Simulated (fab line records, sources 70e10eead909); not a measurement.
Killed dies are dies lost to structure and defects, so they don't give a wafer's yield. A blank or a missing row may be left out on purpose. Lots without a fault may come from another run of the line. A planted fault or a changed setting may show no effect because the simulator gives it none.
fab line records | flow nand_harc
record lots=12 wafers=36 last_day=24
route steps=1159 shown P_BONDPAD@365 A_ZERO_WELL@405 END@1159
lots that met no fault: from a run of the same line without faults
start_h: hours from the record's first day to the start of the lot's first wafer shown | wait_h: hours since the lot's step before | " the same as in the row above | L1.1+2: a row that stands for several wafers | - no value, or no start given | * or withheld: withheld | < > ~ a bound
route shown NAME@n: a module of which the file shows steps, and the number in the route of the first | usual: mean/standard deviation of fault-free wafers | same: alike in all rows | chamber/n: place in a boat | sites: the reading at each site | _std_site: their standard deviation | _edge_site: outer sites' mean less inner sites' | radius_mm: how far each site lies from the wafer's centre | mask NAME#n: copy n | behind: the tool/chamber that last shaped the wafer | hold: why the lot was held/for how many hours/how that ended | device: the transistor (n, p or np) that didn't switch | end of line: the same wafers' tests at the end of the route | a step without rows: its recipe alone | killed: dies lost to structure and defects at the first sort, not the wafer's yield | map: a wafer's dies, x killed, . not, _ none there
set.NAME: the setting as run; set.NAME@STEP: as run at that earlier step | model.NAME: the simulator's own value behind a step, which no gauge read
steps of the route over a sample of lots; a table a step, a row a wafer
services: from which hour (start_h, from the record's first day; less than 0 if before it) a tool's chamber was out of use, for how many hours, and why
## steps
# step NHARC_P_BONDPAD_OVL_MEAS_38
# usual overlay_x_nm=-1/7.3 overlay_y_nm=1/6.6
# columns lot.wafer tool chamber start_h wait_h overlay_x_nm overlay_y_nm
L385.1 overlay-02 - 135.92 - 4 1
L385.2 " - " " 4 2
L385.4 " - " " 4 2
L384.1 overlay-01 - 138.80 - -2 -15
L384.5 " - " " -3 -15
L384.6 " - " " -2 -15
L388.2 overlay-02 - 153.54 - -16 -2
L388.4 " - " " -15 -3
L388.5 " - " " -16 -2
L387.2 overlay-01 - 154.59 - 5 13
L387.3 " - " " 6 13
L387.4 " - " " 5 13
L391.3 overlay-01 - 179.44 - -6 0
L391.4 " - " " -7 0
L391.6 " - " " -6 0
L393.1 overlay-01 - 180.02 - 9 4
L393.2 " - " " 9 4
L393.5 " - " " 9 3
L394.1 overlay-02 - 201.53 - 11 14
L394.2 " - " " 10 13
L394.5 " - " " 11 14
L396.2 overlay-01 - 203.52 - -6 7
L396.3 " - " " -6 7
L396.4 " - " " -6 7
L402.2 overlay-02 - 234.40 - -9 0
L402.4 " - " " -9 0
L402.5 " - " " -9 0
L405.1 overlay-02 - 248.90 - -8 9
L405.4 " - " " -9 9
L405.6 " - " " -8 8
L404.1 overlay-02 - 249.25 - 4 -3
L404.4 " - " " 5 -3
L404.6 " - " " 4 -2
L406.1 overlay-01 - 269.36 - -3 -2
L406.4 " - " " -3 -3
L406.6 " - " " -3 -2
# step NHARC_P_BONDPAD_ETCH_12
# recipe target_depth_a=2000 time_s=100 chf3_flow_sccm=50 o2_flow_sccm=10 ar_flow_sccm=200 rf_w=500 bias_w=200 chemistry=CHF3/O2
# usual drypump_motor_current_A=5.6/0.33 mfc_ar_sccm=200.0/0.55 oes_product_au=0.941/0.022 rf_fwd_power_W=497.0/1.6 rf_vpp_V=370.3/2.7 showerhead_plenum_p_Torr=2.39/0.12 throttle_valve_pct=20.573/0.0097
# columns lot.wafer tool chamber start_h wait_h drypump_motor_current_A mfc_ar_sccm oes_product_au rf_fwd_power_W rf_hours_counter_h rf_vpp_V showerhead_plenum_p_Torr throttle_valve_pct
L385.4 rie_diel-09 2 - - 5.8 200.3 0.935 497.7 5 367.0 2.26 20.573
L385.1 " 3 " " 5.5 201.1 0.941 497.6 4 368.1 2.30 20.574
L385.2 " 0 " " 5.4 199.9 0.931 498.9 4 371.9 2.44 20.562
L384.1 rie_diel-09 3 - - 5.5 199.4 0.934 498.4 5 368.8 2.30 20.579
L384.6 " 0 " " 5.4 200.2 0.922 500.1 - 372.5 2.44 20.565
L384.5 " 1 " " 5.7 199.3 0.914 494.8 - 373.9 2.57 20.564
L388.4 rie_diel-09 0 - - 5.4 200.5 0.931 497.2 6 371.1 2.44 20.583
L388.2 " 1 " " 5.7 200.0 0.919 496.3 6 374.4 2.57 20.573
L388.5 " 3 " " 5.5 199.9 0.942 497.1 - 368.2 2.30 20.568
L387.4 rie_diel-09 2 - - 5.8 200.2 0.969 492.2 6 367.3 2.26 20.571
L387.2 " 3 " " 5.5 198.9 0.997 498.3 6 367.9 2.30 20.570
L387.3 " 0 " " 5.4 201.1 0.964 497.3 6 372.5 2.44 20.576
L391.3 rie_diel-09 3 - - 5.5 200.0 0.985 498.9 8 367.0 2.29 20.573
L391.4 " 1 " " 5.7 200.1 0.953 494.6 8 373.3 2.57 20.579
L391.6 " 3 " " 5.5 199.9 0.982 498.7 - 368.4 2.29 20.565
L393.2 rie_diel-02 0 - - 4.9 199.2 0.959 494.7 9 373.8 2.59 20.571
L393.1 " 3 " " 6.6 199.4 0.959 499.3 9 368.0 2.31 20.563
L393.5 " 3 " " 6.6 199.7 0.958 499.2 - 367.9 2.31 20.568
L394.2 rie_diel-02 0 - - 4.9 200.8 0.940 498.1 16 374.8 2.59 20.570
L394.1 " 2 " " 6.5 200.3 0.947 494.3 8 371.8 2.47 20.592
L394.5 " 3 " " 6.6 200.7 0.946 495.6 - 368.0 2.31 20.580
L396.3 rie_diel-09 0 - - 5.4 200.1 0.931 494.7 11 372.1 2.44 20.557
L396.2 " 1 " " 5.7 200.4 0.926 495.2 11 374.8 2.57 20.568
L396.4 " 2 " " 5.8 199.5 0.924 498.3 10 366.7 2.26 20.575
L402.4 rie_diel-09 2 - - 5.8 199.9 0.926 497.3 14 368.8 2.26 20.562
L402.2 " 3 " " 5.6 200.0 0.933 499.1 14 367.5 2.29 20.570
L402.5 " 2 " " 5.8 200.4 0.923 496.3 - 365.5 2.26 20.569
L405.4 rie_diel-09 3 - - 5.5 199.7 0.934 497.6 16 368.4 2.29 20.556
L405.1 " 0 " " 5.4 200.0 0.920 496.4 17 370.0 2.44 20.577
L405.6 " 1 " " 5.7 200.8 0.923 495.1 - 372.2 2.57 20.595
L404.1 rie_diel-09 0 - - 5.3 199.9 0.959 497.8 17 371.9 2.44 20.590
L404.4 " 3 " " 5.5 200.6 0.985 498.8 16 368.1 2.29 20.582
L404.6 " 0 " " 5.4 199.1 0.952 497.5 - 370.5 2.44 20.572
L406.1 rie_diel-09 0 - - 5.4 200.3 0.973 497.7 0 371.5 2.44 20.572
L406.4 " 2 " " 5.8 199.9 0.966 494.8 0 368.0 2.26 20.572
L406.6 " 1 " " 5.7 200.3 0.984 499.0 - 372.9 2.57 20.574
# step NHARC_P_BONDPAD_PVD_17
# recipe target_thk_a=50 bias_v=168.6 power_w=15000 chamber_pressure_pa=0.12 time_s=8.06 substrate_temp_c=50 material=TaN
# usual bias_v=168.5/1.7 chamber_pressure_pa=0.12003/0.00023 substrate_temp_c=50.00/0.12 throttle_valve_pct=30.0/0.87
# columns lot.wafer tool chamber start_h wait_h bias_v chamber_pressure_pa substrate_temp_c throttle_valve_pct
L385.1 pvd_sputter-01 - - - 167.3 0.11975 49.93 30.2
L385.2 " - " " 167.0 0.1202 50.18 30.8
L385.4 " - " " 167.5 0.11989 50.13 29.4
L384.1 pvd_sputter-03 - - - 170.2 0.12009 49.94 31.3
L384.5 " - " " 169.4 0.11987 49.93 28.7
L384.6 " - " " 165.9 0.12008 50.12 31.4
L388.4 pvd_sputter-01 - - - 169.1 0.1204 50.01 30.8
L388.2 " - " " 170.4 0.11958 49.95 29.0
L388.5 " - " " 168.3 0.11986 49.96 29.9
L387.2 pvd_sputter-02 - - - 167.7 0.12002 50.09 29.4
L387.4 " - " " 168.1 0.1202 50.05 29.4
L387.3 " - " " 165.8 0.12001 50.11 31.0
L391.3 pvd_sputter-03 - - - 168.6 0.12032 50.00 31.4
L391.4 " - " " 167.0 0.11968 50.06 30.0
L391.6 " - " " 170.8 0.12061 50.16 31.5
L393.1 pvd_sputter-01 - - - 167.2 0.12021 49.89 29.3
L393.2 " - " " 167.8 0.12002 49.99 30.7
L393.5 " - " " 166.7 0.12016 50.20 29.7
L394.2 pvd_sputter-01 - - - 169.2 0.11995 50.07 30.7
L394.1 " - " " 169.5 0.1201 50.22 29.8
L394.5 " - " " 169.6 0.12022 49.90 29.0
L396.2 pvd_sputter-01 - - - 166.5 0.11982 50.05 29.5
L396.4 " - " " 167.9 0.11968 49.83 29.1
L396.3 " - " " 168.3 0.12012 50.17 30.6
L402.2 pvd_sputter-01 - - - 170.3 0.11988 50.08 30.9
L402.4 " - " " 167.5 0.11994 49.96 29.1
L402.5 " - " " 165.4 0.1203 49.96 29.7
L405.1 pvd_sputter-02 - - - 171.3 0.11988 49.93 30.4
L405.4 " - " " 166.0 0.11981 49.96 29.1
L405.6 " - " " 168.2 0.12006 49.98 31.6
L404.4 pvd_sputter-03 - - - 171.1 0.12 50.08 28.7
L404.1 " - " " 167.8 0.12015 49.94 29.3
L404.6 " - " " 171.8 0.12035 50.20 28.7
L406.4 pvd_sputter-01 - - - 167.9 0.11997 50.04 29.8
L406.1 " - " " 169.0 0.12014 49.87 30.8
L406.6 " - " " 167.3 0.11965 50.15 29.5
# step NHARC_A_ZERO_WELL_ETCH_13
# recipe target_depth_a=1200 time_s=40.1 hbr_flow_sccm=150 cl2_flow_sccm=50 rf_w=400 icp_w=400 bias_w=100 chemistry=HBr/Cl2
# usual drypump_motor_current_A=5.6/0.55 oes_product_au=1.003/0.0098 rf_fwd_power_W=395.4/1.7 throttle_valve_pct=26.406/0.0088
# columns lot.wafer tool chamber start_h wait_h drypump_motor_current_A oes_product_au rf_fwd_power_W rf_hours_counter_h throttle_valve_pct
L385.2 rie_si-06 3 140.36 - 5.2 1.008 394.3 0.8 26.419
L385.4 " 0 " " 5.4 1.015 395.9 0.7 26.413
L385.1 " 2 " " 5.3 1.019 394.8 0.9 26.404
L384.1 rie_si-03 2 143.20 - 5.9 0.998 393.4 1.1 26.406
L384.5 " 3 " " 6.5 1.005 396.5 - 26.412
L384.6 " 0 " " 6.1 1.011 395.1 - 26.397
L388.4 rie_si-06 2 157.91 - 5.3 1.009 395.7 1.0 26.409
L388.2 " 3 " " 5.3 0.995 395.3 0.9 26.410
L388.5 " 3 " " 5.3 1.016 395.4 - 26.415
L387.2 rie_si-06 1 158.95 - 5.6 0.991 396.8 1.0 26.407
L387.3 " 2 " " 5.3 1.012 394.5 1.1 26.400
L387.4 " 0 " " 5.4 1.005 396.5 0.9 26.391
L391.3 rie_si-01 0 183.80 - 6.6 1.011 396.3 0.4 26.401
L391.4 " 3 " " 4.9 1.012 392.5 0.3 26.416
L391.6 " 0 " " 6.5 1.009 395.5 - 26.410
L393.1 rie_si-03 3 184.44 - 6.5 1.019 396.1 0.2 26.406
L393.2 " 0 " " 6.1 1.015 396.1 0.1 26.409
L393.5 " 3 " " 6.4 1.021 395.7 - 26.398
L394.2 rie_si-06 2 206.02 - 5.3 1.002 392.2 0.1 26.408
L394.1 " 1 " " 5.6 0.996 397.2 0.1 26.398
L394.5 " 2 " " 5.3 1.002 393.1 - 26.396
L396.3 rie_si-03 0 207.92 - 6.1 1.015 397.6 0.3 26.405
L396.4 " 1 " " 5.3 1.000 392.4 0.2 26.421
L396.2 " 3 " " 6.4 1.010 396.4 0.3 26.419
L402.2 rie_si-03 3 238.75 - 6.4 0.727 396.0 0.6 26.410
L402.4 " 0 " " 6.1 0.994 394.6 0.4 26.389
L402.5 " 0 " " 6.1 1.003 394.4 - 26.414
L405.4 rie_si-01 1 253.27 - 5.2 0.989 397.4 1.0 26.419
L405.1 " 2 " " 4.8 1.024 397.1 0.8 26.398
L405.6 " 1 " " 5.2 0.990 397.9 - 26.409
L404.4 rie_si-06 3 253.66 - 5.2 1.009 395.3 0.6 26.399
L404.1 " 1 " " 5.6 1.005 398.3 0.4 26.398
L404.6 " 0 " " 5.4 1.019 395.4 - 26.404
L406.4 rie_si-01 1 273.93 - 5.2 0.995 398.5 1.2 26.413
L406.1 " 2 " " 4.8 1.012 395.2 1.0 26.396
L406.6 " 0 " " 6.5 0.999 394.7 - 26.405
# step NHARC_END_SORT_01
# recipe temp_c=25
# usual killed_at_array=28/11 killed_at_other=0.6/0.85 killed_at_periphery=2.8/2.3 killed_dies=31/11 killed_open=3.1/1.6 killed_short=2.0/1.4
# same gross_dies=677
# columns lot.wafer tool chamber start_h wait_h killed_at_array killed_at_other killed_at_periphery killed_dies killed_open killed_short
L387.2 prober-01 0 460.11 2.8 28 1 1 30 3 0
L387.3 prober-01 0 460.90 3.1 31 1 3 35 4 1
L387.4 prober-01 0 461.69 3.4 34 0 0 34 5 0
L396.2 prober-01 0 507.29 2.8 40 1 3 44 4 6
L396.3 prober-01 0 508.09 3.1 27 0 2 29 4 0
L396.4 prober-01 0 508.89 3.4 17 1 1 19 3 1
# killed by level:class
L387.2 A_SLIT:chamber_film_flake=14 A_CHANNEL_HOLE_D1:chamber_film_flake=9 A_SGD_CUT:geometric_particle:open=1 A_CONTACT:geometric_particle:open=1 A_M0:geometric_particle:open=1 P_CONTACT:chamber_film_flake=1 A_STAIRCASE:chamber_film_flake=1 A_CONTACT:chamber_film_flake=1
L387.3 A_CHANNEL_HOLE_D1:chamber_film_flake=12 A_SLIT:chamber_film_flake=7 A_STAIRCASE:chamber_film_flake=3 A_ONON_D1:geometric_particle:open=2 P_CONTACT:chamber_film_flake=2 A_WL_FILL:chamber_film_flake=2 A_CONTACT:chamber_film_flake=2 A_CHANNEL_FILL_D1:geometric_particle:open=1
L387.4 A_CHANNEL_HOLE_D1:chamber_film_flake=16 A_SLIT:chamber_film_flake=7 A_CONTACT:chamber_film_flake=3 A_CONTACT:geometric_particle:open=2 A_STAIRCASE:chamber_film_flake=2 A_ONON_D1:geometric_particle:open=1 A_CHANNEL_FILL_D1:geometric_particle:open=1 A_BLC:geometric_particle:open=1
L396.2 A_CHANNEL_HOLE_D1:chamber_film_flake=21 A_STAIRCASE:chamber_film_flake=6 A_WL_FILL:chamber_film_flake=3 A_CONTACT:geometric_particle:short=2 A_M0:geometric_particle:open=2 A_CONTACT:chamber_film_flake=2 P_CONTACT:geometric_particle:short=1 P_M0:geometric_particle:open=1
L396.3 A_CHANNEL_HOLE_D1:chamber_film_flake=17 A_STAIRCASE:chamber_film_flake=7 P_CONTACT:geometric_particle:open=2 A_SOURCE_PLATE:geometric_particle:open=1 A_CONTACT:geometric_particle:open=1 A_SLIT:chamber_film_flake=1
L396.4 A_CHANNEL_HOLE_D1:chamber_film_flake=10 A_M0:geometric_particle:open=2 A_CONTACT:chamber_film_flake=2 P_M0:geometric_particle:open=1 STARTING-WAFER:geometric_particle:short=1 A_ZERO_WELL:chamber_film_flake=1 A_SGD_CUT:chamber_film_flake=1 A_WL_FILL:chamber_film_flake=1
## services
# columns tool chamber start_h hours kind
rie_si-01 - 127.00 9.0 pm
rie_diel-02 2 133.82 49.2 repair
rie_diel-09 0 135.27 - clean
rie_diel-09 1 135.27 - clean
rie_diel-02 1 139.90 6.9 repair
pvd_sputter-03 - 144.15 2.6 repair
rie_diel-02 - 150.83 9.0 pm
rie_si-03 - 155.00 9.0 pm
pvd_sputter-01 - 158.00 10.0 pm
pvd_sputter-01 - 172.96 3.9 repair
rie_diel-09 - 182.37 1.0 repair
rie_si-06 - 183.00 9.0 pm
rie_si-03 1 192.84 11.5 repair
pvd_sputter-02 - 203.59 1.1 repair
rie_si-06 2 206.57 3.0 repair
pvd_sputter-02 - 214.01 10.0 pm
rie_diel-09 1 220.03 5.9 repair
rie_si-01 0 227.04 9.7 repair
rie_si-03 2 229.97 2.5 repair
rie_diel-02 1 250.78 36.2 repair
rie_diel-09 - 254.10 9.0 pm
rie_si-01 0 256.73 9.5 repair
pvd_sputter-02 - 265.20 1.2 repair
rie_si-03 3 272.79 6.4 repair
## key
first_sign step=NHARC_A_ZERO_WELL_ETCH_13 reading=oes_product_au direction=down sigmas=28 usual=1.003 struck=0.727
effect none on later readings
met_at NHARC_A_ZERO_WELL_ETCH_13
struck_lots L402
struck_wafers L402.2
tester_left_out L402
not_acting_at NHARC_P_BONDPAD_OVL_MEAS_38,NHARC_P_BONDPAD_ETCH_12,NHARC_P_BONDPAD_PVD_17
onset_between 207.92 238.75
fault kind=process_parameter_drift tool=rie_si-03 chamber=- onset_h=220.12 steps=NHARC_A_ZERO_WELL_ETCH_13 channel=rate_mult offset=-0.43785 shape=step end_h=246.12 scope=struck_wafers_only
# tester_left_out: of these lots the tester's yield and bins aren't shown, on N5 and GAA mostly nor the transistor test; their killed dies are dies lost to structure and defects alone, not to doping, threshold or leakage, so they don't give the yield
